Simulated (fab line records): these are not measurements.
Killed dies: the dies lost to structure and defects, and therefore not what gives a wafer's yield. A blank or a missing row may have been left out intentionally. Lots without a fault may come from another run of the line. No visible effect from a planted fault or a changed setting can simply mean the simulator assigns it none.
A struck lot beside a sound one / flow nand_harc / 35 out of 1302 route steps
Sound: these wafers, L779.2, L779.4, L779.6. Wafers struck: L793.2, L793.5, L793.6. The cause comes at the end.
Per side, at each step with rows, come the tool, then ch with its chambers, and then its first start. Under that, the readings that differ: sound wafers / struck wafers / difference of the means / sigmas: that difference in standard deviations of wafers without a fault.
alike: readings with means less than 2 such deviations apart, plus words and numbers identical on both sides. not compared: withheld readings, readings lacking a value on some wafer, bounds such as >300 that could conceal the same value, and numbers that have no deviation in the record and whose values overlap.
Wherever a step has rows on one side only, a row that says differs or no value, or a row with sigmas, the two part there. Non-overlapping numbers with no deviation appear without sigmas and do not part them. A reading that every wafer of one side lacks parts them only if that side has two wafers or more.

first, 7 steps without rows for these wafers: NHARC_P_STI_DEVELOP_08 (time 50 s); NHARC_P_STI_HARDBAKE_13 (time 65 s); NHARC_P_STI_DESCUM_14 (chemistry O2, time 3 s); NHARC_P_STI_ETCH_42 (etches the open film in N2/H2, target depth 80 nm, overetch 24 nm, time 61 s); NHARC_P_STI_ETCH_31 (etches the open film in CF4/CHF3, target depth 108.9 nm, time 54.5 s); NHARC_P_STI_ETCH_15 (etches the open film in HBr/Cl2, target depth 300 nm, time 100.1 s); NHARC_P_STI_STRIP_19 (strips in SPM, time 900 s).
NHARC_P_STI_PRECLEAN_32: cleans in SC1.
  sound on wet_bench-09 ch 0,2,6, day 5 08:01; struck on wet_bench-09 ch 2,3,4, day 11 13:13
then, 25 steps without rows for these wafers: NHARC_P_STI_SRD_23; NHARC_P_STI_OXIDE_33 (material SiO2, target thk 10 nm, ox time 281 s); NHARC_P_STI_HDPCVD_20 (deposits SiO2); NHARC_P_STI_ANNEAL_34 (time 1800 s); NHARC_P_STI_CMP_21 (polishes, t overpolish 20 s, target thk 380.67 nm); NHARC_P_STI_SRD_35; NHARC_P_STI_ETCH_36 (etches SiO2 in dHF, target depth 38.8 nm); NHARC_P_STI_STRIP_24 (strips Si3N4 in H3PO4); NHARC_P_STI_ETCH_37 (etches SiO2 in dHF, target depth 11 nm); NHARC_P_STI_PRECLEAN_38 (cleans in SC1); NHARC_P_STI_SRD_39; NHARC_P_STI_OXIDE_40 (material SiO2, target thk 10 nm, ox time 1362 s); NHARC_P_GATE_ETCH_69 (etches SiO2 in dHF, target depth 14 nm); NHARC_P_GATE_PRECLEAN_70 (cleans in SC1); NHARC_P_GATE_SRD_01; NHARC_P_GATE_OXIDE_02 (material SiO2, target thk 37.5 nm, ox time 365 s); NHARC_P_GATE_DEHYDRATE_03 (time 120 s); NHARC_P_GATE_HMDS_04 (time 30 s); NHARC_P_GATE_COAT_05; NHARC_P_GATE_SOFTBAKE_06 (time 95 s); NHARC_P_GATE_EBR_07; NHARC_P_GATE_EXPOSE_08 (exposes mask P HV); NHARC_P_GATE_PEB_09 (peb time 85 s); NHARC_P_GATE_DEVELOP_10 (time 70 s); NHARC_P_GATE_HARDBAKE_12 (time 80 s).
-- record jumps: 22 days between struck wafers' starts before vs after; left off in module P_GATE, resumes in module END, first step shown is number 1301 of the route --
NHARC_END_WLT_00:
  sound: prober-02 at day 26 19:31; struck: prober-02 at day 33 01:53
reading=VT_DECK1_BOTTOM; sound=0.868 0.873 0.872; struck=0.931 0.922 0.934; difference=+0.058; sigmas=+7
reading=VT_DECK1_BOTTOM_INNER; sound=0.876 0.878 0.871; struck=0.925 0.931 0.935; difference=+0.055; sigmas=+6
reading=VT_DECK1_MEDIAN_NEAR_BOTTOM; sound=0.874 0.874 0.873; struck=0.936 0.929 0.936; difference=+0.060; sigmas=+6
reading=VT_DECK1_MEDIAN_NEAR_BOTTOM_INNER; sound=0.871 0.874 0.878; struck=0.928 0.930 0.930; difference=+0.055; sigmas=+6
reading=VT_DECK1_MIDDLE; sound=0.879 0.882 0.885; struck=0.944 0.950 0.947; difference=+0.065; sigmas=+9
reading=VT_DECK1_MIDDLE_INNER; sound=0.887 0.883 0.898; struck=0.942 0.938 0.947; difference=+0.053; sigmas=+6
reading=VT_DECK1_TOP; sound=0.902 0.908 0.900; struck=0.962 0.964 0.960; difference=+0.059; sigmas=+8
reading=VT_DECK1_TOP_INNER; sound=0.901 0.899 0.899; struck=0.960 0.956 0.963; difference=+0.060; sigmas=+7
reading=VT_DECK2_BOTTOM; sound=0.867 0.879 0.879; struck=0.923 0.925 0.925; difference=+0.049; sigmas=+7
reading=VT_DECK2_BOTTOM_INNER; sound=0.874 0.877 0.873; struck=0.916 0.920 0.923; difference=+0.045; sigmas=+6
reading=VT_DECK2_MEDIAN_NEAR_BOTTOM; sound=0.872 0.873 0.878; struck=0.916 0.931 0.929; difference=+0.051; sigmas=+8
reading=VT_DECK2_MEDIAN_NEAR_BOTTOM_INNER; sound=0.875 0.877 0.872; struck=0.923 0.917 0.930; difference=+0.049; sigmas=+7
reading=VT_DECK2_MIDDLE; sound=0.878 0.880 0.888; struck=0.925 0.935 0.933; difference=+0.049; sigmas=+8
reading=VT_DECK2_MIDDLE_INNER; sound=0.888 0.884 0.888; struck=0.933 0.935 0.939; difference=+0.049; sigmas=+8
reading=VT_DECK2_TOP; sound=0.900 0.902 0.902; struck=0.946 0.943 0.943; difference=+0.043; sigmas=+7
reading=VT_DECK2_TOP_INNER; sound=0.897 0.893 0.901; struck=0.942 0.953 0.951; difference=+0.052; sigmas=+9
next, for these wafers, 1 step has no rows: NHARC_END_SORT_01.

WHERE THEY PART
Only at NHARC_END_WLT_00, within this record.

WHY: whatever the simulator had introduced
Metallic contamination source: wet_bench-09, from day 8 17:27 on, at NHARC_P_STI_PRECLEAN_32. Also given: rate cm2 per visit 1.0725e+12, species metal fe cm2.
